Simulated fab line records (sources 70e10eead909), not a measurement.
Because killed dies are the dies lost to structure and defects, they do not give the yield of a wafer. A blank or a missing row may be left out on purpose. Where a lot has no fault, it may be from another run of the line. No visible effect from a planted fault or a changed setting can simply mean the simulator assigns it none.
The tool behind it: which one? -- flow nand-harc -- 72 wafers from 24 lots sampled at 2 of the route's 1159 steps

== WHAT THE GAUGES SHOWED, per wafer ==
NHARC_P_START_INSPECT_01.
lot,measured,on,raw-defect-count
L074,day 1 12:02,defect-inspect-01,5 1 3
L075,day 1 18:02,defect-inspect-01,4 2 4
L076,day 2 00:02,defect-inspect-02,3 8 6
L077,day 2 06:02,defect-inspect-02,2 5 2
L078,day 2 12:02,defect-inspect-02,2 1 5
L079,day 2 18:02,defect-inspect-02,2 4 4
L080,day 3 00:03,defect-inspect-02,4 2 4
L081,day 3 06:02,defect-inspect-02,3 2 4
L082,day 3 12:02,defect-inspect-02,3 5 7
L083,day 3 18:02,defect-inspect-01,2 2 3
L084,day 4 00:02,defect-inspect-02,3 2 2
L085,day 4 06:03,defect-inspect-02,2 1 2
L086,day 4 12:02,defect-inspect-01,3 1 6
L087,day 4 18:02,defect-inspect-02,3 5 1
L088,day 5 00:02,defect-inspect-01,3 5 3
L089,day 5 06:02,defect-inspect-02,3 3 5
L090,day 5 12:02,defect-inspect-02,3 1 2
L091,day 5 18:02,defect-inspect-01,7 1 7
L092,day 6 00:02,defect-inspect-02,5 4 3
L093,day 6 06:02,defect-inspect-01,6 3 2
L094,day 6 12:02,defect-inspect-02,7 5 1
L095,day 6 18:02,defect-inspect-02,2 1 3
L096,day 7 00:02,defect-inspect-02,6 2 3
L097,day 7 06:02,defect-inspect-02,0 6 4

NHARC_P_ZERO_WELL_CD_MEAS_11: the cd target is 500 nm.
lot,measured,on,cd-nm (nm)
L074,day 1 13:15,cd-sem-03,497.2 498.8 498.6
L075,day 1 19:16,cd-sem-03,499.3 497.0 497.2
L076,day 2 01:07,cd-sem-01,501.2 501.6 500.2
L077,day 2 07:15,cd-sem-02,499.9 500.4 500.0
L078,day 2 13:22,cd-sem-02,500.0 500.7 499.1
L079,day 2 19:18,cd-sem-01,500.2 499.5 500.1
L080,day 3 01:16,cd-sem-03,500.4 499.0 497.2
L081,day 3 07:15,cd-sem-03,501.4 502.6 500.6
L082,day 3 13:21,cd-sem-01,501.0 499.3 499.5
L083,day 3 19:13,cd-sem-03,500.8 500.5 500.1
L084,day 4 01:08,cd-sem-01,502.9 502.4 501.5
L085,day 4 07:16,cd-sem-02,502.0 501.6 500.3
L086,day 4 13:16,cd-sem-03,498.3 500.0 500.1
L087,day 4 19:07,cd-sem-02,500.8 499.6 500.5
L088,day 5 01:14,cd-sem-01,498.8 498.5 498.3
L089,day 5 07:16,cd-sem-02,498.2 498.8 500.4
L090,day 5 13:09,cd-sem-03,498.6 500.9 499.5
L091,day 5 19:16,cd-sem-01,499.3 498.0 497.7
L092,day 6 01:12,cd-sem-03,499.0 497.1 499.0
L093,day 6 07:14,cd-sem-03,499.5 500.8 501.6
L094,day 6 13:25,cd-sem-03,500.6 499.1 497.9
L095,day 6 19:15,cd-sem-01,496.5 498.4 500.4
L096,day 7 01:14,cd-sem-03,499.5 495.9 497.0
L097,day 7 07:15,cd-sem-01,500.3 498.8 499.9

== EACH LOT AND THE TOOL THAT RAN IT (in order: tool; ch and the chambers of the sampled wafers; start) ==
Before these readings, the record contains no process step.

== AS READ BY THE TOOLS THEMSELVES (means over the sampled wafers that have a number; for cases with no such wafer, the mark the record gives instead) ==
The record holds no such reading with a usual standard deviation.

== THE ANSWER, worked out from the rows above alone ==
Rule: usual is defined by the lots themselves. Put in order of their means at a reading, lots are off if they are a third of the lots or fewer, leave a main group of 4 or more, and stand apart from it by a gap of 3 or more times the standard deviation of the main group's means; of several such gaps the widest counts. If all means in a main group match to the digits the tables above print for the reading, that group is not used. A lot without any number at a reading at which 4 lots or more have one is off too. Where the step has rows for the other lots, those lots are counted as sound. After the gauges, taken in route order, come the tools' own readings; for these a lot's mean is taken, as printed above. At the first step where some lot is off, the reading lying furthest off is the one used; lots without a number count as furthest.
No lot is off at any reading shown: from this, nothing can be told.

== WHAT WAS PUT IN BY THE SIMULATOR ==
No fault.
